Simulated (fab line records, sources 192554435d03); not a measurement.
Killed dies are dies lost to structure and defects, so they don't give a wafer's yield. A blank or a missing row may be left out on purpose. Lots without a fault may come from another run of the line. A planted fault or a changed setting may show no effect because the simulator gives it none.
Split-lot experiment | flow n5_finfet | 7 lots, 21 wafers read, on a route of 1938 steps

THE SPLIT
At N5_MOL_CONTACT_COAG_EXPOSE_81 (exposes mask VG, defocus 0 nm), the setting dose_mj was moved away from the recipe's 59.5 on 9 of the 21 wafers read, by -6.2% to +4.1%. The other wafers ran this setting at the recipe's value.

FROM THE SPLIT TO THE READING: what the file shows between them, 5 steps
- N5_MOL_CONTACT_COAG_PEB_82: peb time 60 s
- N5_MOL_CONTACT_COAG_DEVELOP_83: develop time 30 s
- N5_MOL_CONTACT_COAG_CD_MEAS_84: target cd 25.1 nm
- N5_MOL_CONTACT_COAG_PRECLEAN_144: cleans in alkaline clean, time 60 s
- N5_MOL_CONTACT_COAG_SRD_145: time 30 s

THE READING
cd_nm, in nm, at N5_MOL_CONTACT_COAG_CD_MEAS_137 (target cd 16 nm). Fault-free wafers of this fab line usually give 15.9 nm, standard deviation 0.35 nm.

wafer  | tool, chamber at the split | dose_mj as run | against the recipe | cd_nm, nm | against lot-mates on the recipe
L076.1 | euv_scanner-02, 0          | 61.92          | +4.1%              | 17.1      | +1.1
L076.3 | euv_scanner-02, 0          | 59.5           | recipe             | 16.0      | -
L076.5 | euv_scanner-02, 0          | 61.92          | +4.1%              | 16.8      | +0.8
L080.1 | euv_scanner-02, 0          | 59.5           | recipe             | 16.1      | -
L080.2 | euv_scanner-02, 0          | 59.5           | recipe             | 15.7      | -
L080.3 | euv_scanner-02, 0          | 59.5           | recipe             | 16.2      | -
L081.2 | euv_scanner-02, 0          | 59.5           | recipe             | 16.3      | -
L081.3 | euv_scanner-02, 0          | 56.02          | -5.8%              | 14.6      | -1.7
L081.5 | euv_scanner-02, 0          | 56.02          | -5.8%              | 14.5      | -1.8
L089.1 | euv_scanner-02, 0          | 57.12          | -4.0%              | 15.1      | -0.7
L089.2 | euv_scanner-02, 0          | 57.12          | -4.0%              | 14.8      | -1.0
L089.4 | euv_scanner-02, 0          | 59.5           | recipe             | 15.8      | -
L088.3 | euv_scanner-02, 0          | 59.5           | recipe             | 16.3      | -
L088.4 | euv_scanner-02, 0          | 59.5           | recipe             | 15.6      | -
L088.5 | euv_scanner-02, 0          | 59.5           | recipe             | 16.1      | -
L095.2 | euv_scanner-01, 0          | 55.83          | -6.2%              | 13.9      | -1.8
L095.4 | euv_scanner-01, 0          | 59.5           | recipe             | 15.8      | -
L095.5 | euv_scanner-01, 0          | 59.5           | recipe             | 15.6      | -
L097.1 | euv_scanner-02, 0          | 57.67          | -3.1%              | 15.3      | -0.5
L097.2 | euv_scanner-02, 0          | 57.67          | -3.1%              | 14.7      | -1.1
L097.4 | euv_scanner-02, 0          | 59.5           | recipe             | 15.8      | -

THE FIT
A straight line over all 21 wafers: cd_nm changes by +0.265 nm for each +1% of dose_mj; r = +0.95; the points scatter about the line by 0.26 nm.
The same after taking each lot's own level away (the mean of its wafers on the recipe; 21 wafers): +0.266 nm for each +1%; r = +0.96; scatter 0.22 nm.
On that fit, the largest move of dose_mj shifts the reading by 1.6 nm.
The lots' own levels span 15.70 to 16.30 nm, that is 1.7 times the standard deviation above.
So the lot-to-lot level changes the slope little: the two slopes agree.
Check: with one of the wafers moved furthest among these (-6.2%) left out of the fit, the line predicts -1.62 nm for it against its lot-mates. It came out at -1.8 nm against them.

OTHER SPLITS ON THESE WAFERS
These wafers also went through other splits before the reading. Each is held against what the fit with the lots' levels taken away leaves over:
other split on the same wafers    | wafers away from the commonest value | r with cd_nm (lot level and that fit taken away)
N5_HKMG_FIN_COAT_43 spin_rpm      | 9                                    | -0.35
N5_GATE_CUT_COAT_27 spin_rpm      | 8                                    | +0.29
N5_GATE_CUT_ETCH_36 cf4_flow_sccm | 7                                    | -0.28

THE WHOLE CHAIN: every reading that the file lists as answering this split, in the file's order
step                            | what it does      | reading | change (the file's fit)               | r (the file's)
N5_MOL_CONTACT_COAG_CD_MEAS_84  | target cd 25.1 nm | cd_nm   | +0.205 nm for each +1% of the setting | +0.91
N5_MOL_CONTACT_COAG_CD_MEAS_137 | target cd 16 nm   | cd_nm   | +0.267 nm for each +1% of the setting | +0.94

THE FILE'S OWN FIT
cd_nm changes by +0.267 nm for each +1% of dose_mj, r = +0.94.
